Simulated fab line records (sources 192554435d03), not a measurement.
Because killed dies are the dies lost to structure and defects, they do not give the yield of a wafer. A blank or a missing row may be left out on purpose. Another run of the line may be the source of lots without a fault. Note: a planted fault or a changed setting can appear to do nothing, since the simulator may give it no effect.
fab line records	flow n5Finfet
record lots=11	wafers=33	lastDay=17
route steps=1938 shown BEOL_M3@990 PASS1_CAP@1873 TV_LITHO@1886 PASSIVATION@1916
lots untouched by any fault: they come from a run of this same line in which no faults occurred
startH: start of the lot's first displayed wafer, in hours after the record's first day	waitH: hours from the lot's prior step to this one	" the same as in the row above	L1.1+2: several wafers, shown together as one row	- no value, or no start was given	* or withheld: withheld	< > ~ a bound
route shown NAME@n: a module of which the file shows steps, and the number in the route of the first	usual: the fault-free wafers' mean and standard deviation	same: alike in all rows	chamber/n: place in a boat	sites: the reading at each site	_std_site: how widely they spread, as a standard deviation	_edge_site: inner sites' mean taken away from outer sites' mean	radiusMm: for every site, how far away it sits from the centre of the wafer	mask NAME#n: copy n	behind: the last tool/chamber to shape the wafer	hold: why the lot was held/for how many hours/how that ended	device: the n, p or np transistor that did not switch	end of line: tests run on the same wafers once the route is complete	a step without rows: its recipe alone	killed: at the first sort, the dies lost to defects and structure; wafer yield is something else	map: the dies of a wafer, with x for killed, . for not killed, _ for no die there
set.NAME: the setting the step ran with; set.NAME@STEP: the setting that earlier step ran with	model.NAME: the simulator's own value behind a step, which no gauge read
a sample of lots followed through the steps of the route, with each step as a table and each wafer as a row
services: when a tool's chamber went out of use (startH, in hours from the record's first day, below 0 if earlier), for how many hours, and the reason
## steps
# step N5_BEOL_M3_PRE_CLEAN_45
# recipe gas=H2/He	timeS=30	tempC=250
# usual heaterPowerW=342/34
lot.wafer	tool	chamber	startH	waitH	heaterPowerW
L331.2	pvdSputter-01	-	154.91	0.0	290
L331.5	"	-	"	"	327
L331.6	"	-	"	"	370
L334.1	pvdSputter-03	-	158.02	0.0	352
L334.3	"	-	"	"	390
L334.5	"	-	"	"	311
L332.3	pvdSputter-02	-	158.43	0.0	301
L332.4	"	-	"	"	383
L332.5	"	-	"	"	372
L333.2	pvdSputter-02	-	162.58	0.0	368
L333.4	"	-	"	"	304
L333.6	"	-	"	"	366
L336.1	pvdSputter-02	-	184.97	0.0	290
L336.4	"	-	"	"	358
L336.6	"	-	"	"	292
L337.1	pvdSputter-01	-	188.43	0.0	368
L337.3	"	-	"	"	289
L337.6	"	-	"	"	289
L338.1	pvdSputter-02	-	189.89	0.0	334
L338.4	"	-	"	"	382
L338.6	"	-	"	"	356
L341.3	pvdSputter-02	-	201.46	0.0	358
L341.5	"	-	"	"	394
L341.6	"	-	"	"	324
L342.2	pvdSputter-02	-	218.77	0.0	304
L342.4	"	-	"	"	368
L342.6	"	-	"	"	354
L350.1	pvdSputter-03	-	265.39	0.0	379
L350.4	"	-	"	"	305
L350.5	"	-	"	"	302
L353.2	pvdSputter-03	-	284.99	0.0	355
L353.3	"	-	"	"	393
L353.6	"	-	"	"	291
# step N5_PASSIVATION_PECVD_55
# recipe material=SiO2	targetThkA=4000	tempC=400	precursor=SiH4/N2O	pressureTorr=2.7	rfW=608	timeS=22.5
# usual heaterPowerOuterW=385/77	heaterPowerW=654/110	showerheadPlenumPTorr=8.17/0.12	showerheadVppV=1510/47	throttleValvePct=51.8/2.6
lot.wafer	tool	chamber	startH	waitH	heaterPowerOuterW	heaterPowerW	showerheadPlenumPTorr	showerheadVppV	throttleValvePct
L331.2	pecvd-02	1	266.64	0.0	343	646	8.02	1515	55.2
L331.5	"	2	"	"	329	622	7.98	1481	46.3
L331.6	"	0	"	"	246	458	8.03	1597	55.0
L334.1	pecvd-03	1	269.90	0.0	366	612	8.35	1503	52.8
L334.3	"	2	"	"	418	719	8.12	1511	50.4
L334.5	"	2	"	"	425	731	8.09	1511	50.5
L332.3	pecvd-04	2	271.95	0.0	491	788	8.21	1552	48.5
L332.4	"	0	"	"	373	633	8.12	1528	53.7
L332.5	"	1	"	"	521	841	8.24	1418	50.2
L333.2	pecvd-03	2	272.15	0.0	485	788	8.09	1545	50.2
L333.4	"	1	"	"	345	575	8.33	1524	53.0
L333.6	"	1	"	"	357	586	8.30	1501	52.8
L336.1	pecvd-03	0	292.70	0.0	354	555	8.32	1429	51.1
L336.4	"	0	"	"	366	566	8.36	1442	51.3
L336.6	"	1	"	"	374	610	8.34	1520	52.9
L337.1	pecvd-02	0	294.94	0.0	326	552	8.07	1514	55.2
L337.3	"	1	"	"	398	739	8.00	1545	55.2
L337.6	"	1	"	"	280	575	8.01	1541	55.3
L338.1	pecvd-04	0	300.03	0.0	350	635	8.14	1544	53.8
L338.4	"	2	"	"	450	740	8.23	1546	48.9
L338.6	"	1	"	"	505	820	8.24	1419	50.0
L341.3	pecvd-04	0	310.11	0.0	377	661	8.12	1543	53.7
L341.5	"	1	"	"	580	869	8.22	1427	50.1
L341.6	"	0	"	"	267	506	8.12	1560	53.6
L342.2	pecvd-04	1	315.27	0.0	485	776	8.22	1443	50.2
L342.4	"	1	"	"	523	812	8.25	1450	50.0
L342.6	"	0	"	"	339	593	8.13	1520	53.9
L350.1	pecvd-03	2	381.90	0.0	431	744	8.10	1510	50.7
L350.4	"	0	"	"	385	583	8.35	1437	51.2
L350.5	"	1	"	"	353	591	8.31	1527	52.7
L353.2	pecvd-04	1	395.95	0.0	507	806	8.25	1431	50.1
L353.3	"	0	"	"	307	562	8.12	1529	53.7
L353.6	"	0	"	"	320	593	8.14	1544	53.7
# step N5_PASSIVATION_DESCUM_12
# recipe chemistry=O2	timeS=7.9	sourcePowerW=50	biasPowerW=20	pressureMtorr=20	rfFrequencyHz=2.712e+07	tempC=40	o2FlowSccm=225
# usual drypumpMotorCurrentA=5.6/0.62	oesProductAu=0.78/0.088	rfVppV=242.6/1.7	showerheadPlenumPTorr=2.06/0.091	throttleValvePct=20.38/0.19
lot.wafer	tool	chamber	startH	waitH	drypumpMotorCurrentA	oesProductAu	rfHoursCounterH	rfVppV	showerheadPlenumPTorr	throttleValvePct
L331.2	rieDiel-05	1	268.27	0.2	6.0	0.91	19	243.6	2.05	20.39
L331.5	"	3	"	"	6.8	0.74	-	243.0	1.99	20.46
L331.6	"	2	"	"	6.2	0.70	-	240.7	2.00	20.68
L334.1	rieDiel-03	2	272.32	0.3	5.1	0.73	176	245.5	2.18	20.39
L334.3	"	3	"	"	5.2	0.74	153	239.6	1.92	20.24
L334.5	"	3	"	"	5.3	0.75	-	238.5	1.92	20.22
L332.3	rieDiel-05	0	272.93	0.1	4.7	0.84	68	241.8	2.03	20.19
L332.4	"	2	"	"	6.2	0.70	203	240.3	2.00	20.67
L332.5	"	1	"	"	6.0	0.92	-	241.3	2.05	20.38
L333.2	rieDiel-03	1	274.07	0.1	5.5	0.72	205	243.5	2.16	20.34
L333.4	"	2	"	"	5.2	0.73	-	243.4	2.18	20.39
L333.6	"	3	"	"	5.2	0.75	-	239.1	1.92	20.22
L336.1	rieDiel-05	1	296.21	0.2	6.0	0.91	28	242.2	2.05	20.40
L336.4	"	0	"	"	4.8	0.83	75	241.1	2.02	20.21
L336.6	"	2	"	"	6.2	0.69	-	242.8	2.00	20.68
L337.1	rieDiel-03	2	296.88	0.1	5.2	0.73	186	244.0	2.17	20.41
L337.3	"	3	"	"	5.2	0.73	164	241.3	1.91	20.27
L337.6	"	2	"	"	5.2	0.72	-	243.8	2.17	20.39
L338.1	rieDiel-03	2	300.94	0.0	5.2	0.72	187	243.7	2.17	20.40
L338.4	"	1	"	"	5.4	0.72	211	244.7	2.16	20.35
L338.6	"	1	"	"	5.4	0.72	-	244.0	2.16	20.36
L341.3	rieDiel-05	0	312.37	0.4	4.7	0.81	80	242.2	2.02	20.21
L341.5	"	3	"	"	6.8	0.73	-	240.9	1.99	20.46
L341.6	"	2	"	"	6.2	0.68	-	241.4	2.00	20.70
L342.2	rieDiel-03	1	316.23	0.0	5.4	0.72	217	244.4	2.16	20.37
L342.4	"	3	"	"	5.2	0.72	171	240.5	1.91	20.24
L342.6	"	1	"	"	5.5	0.71	-	242.3	2.16	20.36
L350.1	rieDiel-03	1	382.95	0.0	5.4	0.70	237	244.4	2.15	20.39
L350.4	"	2	"	"	5.2	0.70	-	244.0	2.16	20.44
L350.5	"	3	"	"	5.2	0.71	-	239.9	1.91	20.29
L353.2	rieDiel-05	1	396.83	0.0	6.0	0.85	57	241.7	2.04	20.44
L353.3	"	3	"	"	6.8	0.71	210	239.7	1.98	20.49
L353.6	"	3	"	"	6.8	0.72	-	242.2	1.98	20.49
# step N5_PASSIVATION_PECVD_35
# recipe material=SiNx	targetThkA=7000	tempC=400	precursor=SiH4/NH3/N2	pressureTorr=4.9	rfW=1406	timeS=151.3
# usual heaterPowerOuterW=207/82	heaterPowerW=430/120	showerheadPlenumPTorr=8.69/0.064	showerheadVppV=2298/68	throttleValvePct=29.3/1.2
lot.wafer	tool	chamber	startH	waitH	heaterPowerOuterW	heaterPowerW	showerheadPlenumPTorr	showerheadVppV	throttleValvePct
L331.2	pecvd-01	0	271.29	0.1	195	488	8.68	2347	31.0
L331.5	"	1	"	"	236	505	8.68	2273	30.8
L331.6	"	2	"	"	183	405	8.56	2307	28.2
L334.1	pecvd-04	0	275.00	0.1	105	293	8.64	2322	30.3
L334.3	"	1	"	"	383	630	8.72	2165	28.4
L334.5	"	0	"	"	129	331	8.65	2340	30.4
L332.3	pecvd-01	0	276.93	0.1	253	569	8.66	2316	31.0
L332.4	"	1	"	"	187	431	8.68	2217	30.8
L332.5	"	2	"	"	170	391	8.58	2327	28.0
L333.2	pecvd-04	2	277.48	0.1	232	438	8.73	2363	27.6
L333.4	"	0	"	"	144	344	8.67	2354	30.3
L333.6	"	2	"	"	267	498	8.72	2325	27.4
L336.1	pecvd-03	2	299.22	0.1	214	443	8.63	2346	28.5
L336.4	"	1	"	"	108	261	8.78	2362	29.9
L336.6	"	2	"	"	233	469	8.63	2340	28.5
L337.1	pecvd-04	0	299.89	0.1	129	329	8.67	2340	30.7
L337.3	"	2	"	"	306	537	8.70	2355	27.8
L337.6	"	2	"	"	190	391	8.74	2421	27.7
L338.1	pecvd-03	2	304.68	0.1	222	461	8.63	2301	28.4
L338.4	"	2	"	"	244	491	8.65	2309	28.4
L338.6	"	0	"	"	185	320	8.82	2219	29.2
L341.3	pecvd-04	2	314.91	0.1	274	520	8.72	2365	28.0
L341.5	"	0	"	"	143	343	8.66	2325	30.5
L341.6	"	1	"	"	252	457	8.70	2178	28.0
L342.2	pecvd-01	2	320.31	0.1	184	413	8.57	2368	28.4
L342.4	"	1	"	"	324	606	8.66	2233	31.0
L342.6	"	2	"	"	80	261	8.56	2378	28.2
L350.1	pecvd-04	2	385.92	0.1	257	479	8.73	2385	28.5
L350.4	"	0	"	"	155	369	8.67	2308	30.3
L350.5	"	2	"	"	286	521	8.72	2404	28.1
L353.2	pecvd-04	0	399.70	0.1	163	368	8.67	2315	30.2
L353.3	"	2	"	"	302	562	8.73	2322	28.3
L353.6	"	1	"	"	342	593	8.73	2198	28.3
# step N5_PASSIVATION_PROBE_49
# usual defectLimitedYield=91.1/1.3	killed_at_M0_to_M3=36/10	killed_at_M4_up=14/4.4	killedAtContacts=14/5.7	killedAtFrontEnd=39/9.4	killedAtOther=2.9/2.6	killedDies=105/15	killedOpen=70/12	killedShort=34/7.1	sort_bin_5_function=5.3/0.77	sort_bin_6_memory=3.3/0.66	sortNPass=1075/15	sortYieldPct=91.1/1.3
# same grossDies=1180	killedAtBackSide=0	sort_bin_4_leakage[%]=0	sort_bin_8_speed[%]=0
lot.wafer	tool	chamber	startH	waitH	defectLimitedYield[%]	killed_at_M0_to_M3	killed_at_M4_up	killedAtContacts	killedAtFrontEnd	killedAtOther	killedDies	killedOpen	killedShort	sort_bin_5_function[%]	sort_bin_6_memory[%]	sortNPass	sortYieldPct[%]
L341.3	prober-02	-	318.61	0.1	84.0	138	13	8	29	1	189	67	23	9.7	2.7	991	84.0
L341.5	prober-02	-	318.71	0.2	80.2	182	13	8	30	1	234	56	33	11.4	4.4	946	80.2
L341.6	prober-02	-	318.76	0.3	77.8	196	17	12	36	1	262	77	25	13.8	4.2	918	77.8
L342.2	prober-02	-	323.93	0.1	82.3	170	7	14	17	1	209	40	13	10.5	3.3	971	82.3
L342.4	prober-02	-	324.03	0.2	84.3	131	13	7	23	11	185	50	29	9.1	3.4	995	84.3
L342.6	prober-02	-	324.13	0.3	84.7	129	10	16	22	4	181	40	28	8.4	3.0	999	84.7
L353.2	prober-02	-	403.46	0.1	93.8	23	14	8	28	0	73	50	23	4.4	1.5	1107	93.8
L353.3	prober-02	-	403.51	0.1	92.0	29	17	15	32	1	94	62	30	4.5	3.1	1086	92.0
L353.6	prober-02	-	403.66	0.3	91.9	20	17	18	37	3	95	66	23	4.9	2.5	1085	91.9
# killed by level:class
L341.3 BEOL_M3:unspecified=99 BEOL_M1:geometricParticle:open=15 BEOL_M4:geometricParticle:open=8 BEOL_M0_SAQP:geometricParticle:open=7 BEOL_M2:geometricParticle:open=7 STI_FIN_REVEAL:geometricParticle:open=6 MOL_CONTACT_COAG:geometricParticle:open=6 DUMMY_GATE:geometricParticle:open=5
L341.5 BEOL_M3:unspecified=143 BEOL_M0_SAQP:geometricParticle:short=10 STI_FIN_REVEAL:geometricParticle:open=9 BEOL_M0_SAQP:geometricParticle:open=8 BEOL_M1:geometricParticle:open=8 STARTING-WAFER:geometricParticle:short=6 MOL_CONTACT_COAG:geometricParticle:open=6 BEOL_M2:geometricParticle:open=6
L341.6 BEOL_M3:unspecified=159 BEOL_M2:geometricParticle:open=15 MOL_CONTACT_COAG:geometricParticle:open=11 BEOL_M4:geometricParticle:open=9 STI_FIN_REVEAL:geometricParticle:open=8 FIN_SAQP:geometricParticle:open=6 GATE_CUT:geometricParticle:short=6 BEOL_M0_SAQP:geometricParticle:open=6
L342.2 BEOL_M3:unspecified=153 MOL_CONTACT_COAG:geometricParticle:open=11 BEOL_M3:geometricParticle:open=6 STI_FIN_REVEAL:geometricParticle:open=5 BEOL_M0_SAQP:geometricParticle:short=4 DUMMY_GATE:geometricParticle:open=3 MOL_CONTACT_COAG:geometricParticle:short=3 BEOL_M1:geometricParticle:open=3
L342.4 BEOL_M3:unspecified=105 BEOL_M0_SAQP:geometricParticle:open=8 MOL_CONTACT_COAG:geometricParticle:open=7 DUMMY_GATE:geometricParticle:open=4 BEOL_M4:geometricParticle:short=4 BEOL_M0_SAQP:geometricParticle:short=4 BEOL_M5:geometricParticle:open=4 FIN_SAQP:geometricParticle:open=3
L342.6 BEOL_M3:unspecified=113 MOL_CONTACT_COAG:geometricParticle:open=11 BEOL_M3:geometricParticle:open=5 MOL_CONTACT_COAG:geometricParticle:short=5 FIN_SAQP:geometricParticle:short=4 ILD0:geometricParticle:short=4 BEOL_M0_SAQP:geometricParticle:short=4 BEOL_M5:geometricParticle:open=4
L353.2 FIN_SAQP:geometricParticle:short=9 BEOL_M4:geometricParticle:open=8 STI_FIN_REVEAL:geometricParticle:open=7 MOL_CONTACT_COAG:geometricParticle:open=7 BEOL_M0_SAQP:geometricParticle:open=7 FIN_SAQP:geometricParticle:open=6 BEOL_M0_SAQP:geometricParticle:short=6 BEOL_M1:geometricParticle:open=4
L353.3 MOL_CONTACT_COAG:geometricParticle:open=13 BEOL_M2:geometricParticle:open=7 FIN_SAQP:geometricParticle:short=6 BEOL_M0_SAQP:geometricParticle:open=6 BEOL_M4:geometricParticle:open=6 FIN_SAQP:geometricParticle:open=5 STI_FIN_REVEAL:geometricParticle:open=5 BEOL_M0_SAQP:geometricParticle:short=4
L353.6 MOL_CONTACT_COAG:geometricParticle:open=15 BEOL_M4:geometricParticle:open=9 FIN_SAQP:geometricParticle:open=6 STI_FIN_REVEAL:geometricParticle:open=6 BEOL_M2:geometricParticle:open=6 DUMMY_GATE:geometricParticle:open=5 BEOL_M1:geometricParticle:open=4 FIN_SAQP:geometricParticle:short=3
## services
tool	chamber	startH	hours	kind
pecvd-04	-	133.61	0.5	repair
rieDiel-03	-	137.82	2.8	pm
pecvd-03	-	182.57	0.5	repair
pecvd-02	-	184.46	1.2	repair
pecvd-04	-	197.88	0.6	repair
pecvd-04	1	226.33	5.5	scheduledDown
rieDiel-03	2	251.67	11.3	repair
rieDiel-03	0	263.00	-	clean
rieDiel-03	0	263.00	-	consumableReplace:focusRing
rieDiel-03	0	263.00	18.7	scheduledDown
rieDiel-03	0	263.00	18.7	ventCycle
pecvd-03	0	267.79	5.5	scheduledDown
rieDiel-03	1	291.76	7.9	repair
pecvd-04	-	304.29	2.8	pm
pecvd-04	2	309.11	4.2	repair
pecvd-03	0	343.85	2.1	scheduledDown
pvdSputter-01	-	347.55	1.5	repair
rieDiel-03	2	364.20	1.3	repair
pecvd-03	2	368.75	5.5	scheduledDown
rieDiel-03	0	374.44	14.3	repair
pecvd-03	1	383.62	-	clean
pecvd-03	1	383.62	-	consumableReplace:showerhead
rieDiel-03	2	387.99	4.9	repair
rieDiel-03	2	395.43	6.0	repair
## key
firstSign step=N5_PASSIVATION_PROBE_49	reading=killed_at_M0_to_M3	direction=up	sigmas=12	usual=36	struck=158
effect step=N5_PASSIVATION_PROBE_49	reading=defectLimitedYield	direction=down	sigmas=7	usual=91.1	struck=82.2
moreKillsBornAt N5_BEOL_M3_PRE_CLEAN_45@pvdSputter-02=772
metAt N5_BEOL_M3_PRE_CLEAN_45
struckLots L341,L342
notActingAt N5_PASSIVATION_PECVD_55,N5_PASSIVATION_DESCUM_12,N5_PASSIVATION_PECVD_35
onsetBetween 189.89 201.46
fault kind=chamberParticleSource	tool=pvdSputter-02	chamber=-	onsetH=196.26	steps=N5_BEOL_M3_PRE_CLEAN_45	ratePerVisitCm2=2.1199	endH=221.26
